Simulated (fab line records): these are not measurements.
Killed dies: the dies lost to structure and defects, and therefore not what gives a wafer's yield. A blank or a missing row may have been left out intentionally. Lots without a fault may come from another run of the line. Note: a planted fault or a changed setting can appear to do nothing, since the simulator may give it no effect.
Which of the tools did it? | flow nand harc | 31 wafers from 11 lots sampled at 2 of the route's 1302 steps

## WHAT THE GAUGES SHOWED, per wafer
NHARC_A_CHANNEL_HOLE_D2_CD_MEAS_10: target cd 100 nm.
lot  | measured     | on        | cd nm (nm)
L888 | day 12 16:22 | cd sem-03 | 101.9 100.5 100.2
L893 | day 15 13:32 | cd sem-02 | 100.8 101.2 100.6
L895 | day 17 02:18 | cd sem-01 | 99.6 100.8 99.9
L897 | day 17 04:27 | cd sem-01 | 101.0 100.3 100.7
L898 | day 17 20:09 | cd sem-01 | 90.8 100.1
L899 | day 17 18:25 | cd sem-03 | 98.6 100.4 90.9
L900 | day 18 02:57 | cd sem-03 | 91.9 99.6
L906 | day 20 22:34 | cd sem-01 | 98.9 100.6 99.7
L908 | day 21 06:28 | cd sem-02 | 101.4 100.8 99.9
L909 | day 22 10:05 | cd sem-03 | 99.9 100.2 101.2
L910 | day 22 16:13 | cd sem-03 | 100.9 100.6 100.7

## TOOL THAT RAN EACH LOT (tool first, then ch and the chambers of the sampled wafers, then the start)
lot  | NHARC_A_CHANNEL_HOLE_D2_PEB_08
L888 | litho track-06 ch 0, day 12 16:17
L893 | litho track-04 ch 0, day 15 13:27
L895 | litho track-01 ch 0, day 17 02:13
L897 | litho track-06 ch 0, day 17 04:22
L898 | litho track-01 ch 0, day 17 20:04
L899 | litho track-01 ch 0, day 17 18:20
L900 | litho track-01 ch 0, day 18 02:52
L906 | litho track-01 ch 0, day 20 22:29
L908 | litho track-06 ch 0, day 21 06:23
L909 | litho track-06 ch 0, day 22 10:00
L910 | litho track-06 ch 0, day 22 16:08
- NHARC_A_CHANNEL_HOLE_D2_PEB_08: peb time 65 s.

## THE ANSWER, worked out from the rows above alone
Rule: usual is defined by the lots themselves. Put in order of their means at a reading, lots are off if they are a third of the lots or fewer, leave a main group of 4 or more, and stand apart from it by a gap of 3 or more times the standard deviation of the main group's means; of several such gaps the widest counts. A main group is skipped when, at the precision printed for the reading in the tables above, its means are all equal. Also off: a lot with no number at a reading for which 4 or more lots have one. The other lots that the step has rows for count as sound.
Off at NHARC_A_CHANNEL_HOLE_D2_CD_MEAS_10 (cd nm): L898, L899, L900. Mean 100.5 nm and standard deviation 0.38 in the main group.
A tool fits if, at a process step before that reading, it ran every lot that is off, and no sound lot after the first of them. Those tools and the gauges at NHARC_A_CHANNEL_HOLE_D2_CD_MEAS_10 are tried in the same way. Not one of the candidates tried fits.

## WHAT WAS PUT IN BY THE SIMULATOR
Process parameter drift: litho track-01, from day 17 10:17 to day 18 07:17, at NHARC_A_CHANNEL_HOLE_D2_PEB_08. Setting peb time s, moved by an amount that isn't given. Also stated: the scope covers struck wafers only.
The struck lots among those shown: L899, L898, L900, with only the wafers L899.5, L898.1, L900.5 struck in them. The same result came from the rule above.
